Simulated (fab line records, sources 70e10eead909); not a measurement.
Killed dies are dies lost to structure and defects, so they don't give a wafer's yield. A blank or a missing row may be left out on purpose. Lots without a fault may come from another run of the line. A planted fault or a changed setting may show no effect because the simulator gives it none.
Chamber matching | flow nand_harc | NHARC_A_STAIRCASE_DEP_322 on pecvd-02: 3 sister chambers
The step deposits SiO2, target thk 7200 nm. 6 wafers are shown with their chamber, then 7 later ones without.

WAFERS WITH THEIR CHAMBER
wafer  | chamber | heater_power_w (W)
L086.5 | 1       | 668
L087.4 | 2       | 569
L087.5 | 1       | 686
L087.6 | 0       | 569
L090.1 | 2       | 590
L090.4 | 0       | 580

WAFERS WITHOUT THEIR CHAMBER
wafer  | heater_power_w (W)
L090.5 | 556
L093.1 | 710
L093.2 | 620
L093.5 | 764
L096.3 | 727
L096.5 | 605
L096.6 | 601

WHICH CHAMBER EACH WENT THROUGH
wafer  | from the rows above          | in truth
L090.5 | can't be placed: 0 or 2      | 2
L093.1 | 1                            | 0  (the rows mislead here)
L093.2 | can't be placed: 2 or 0 or 1 | 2
L093.5 | 1                            | 1
L096.3 | 1                            | 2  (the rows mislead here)
L096.5 | can't be placed: 2 or 0      | 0
L096.6 | can't be placed: 2 or 0      | 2
Placed correctly: 1 of 7. Can't be placed from these rows: 4 (the true chamber is among the candidates in 4). Placed wrongly: 2.
How it was worked out, from the rows above alone: a wafer's distance from a chamber is the root of the sum, over the readings, of the square of ((its reading less the chamber's mean) divided by the reading's scatter). The wafer belongs to the nearest chamber; if the next one is less than 2 further off, it can't be placed. A chamber's mean is the mean of its shown wafers. The scatter: the root of (the sum of the squares of (reading less its chamber's mean) over the shown wafers, divided by (wafers less chambers)).
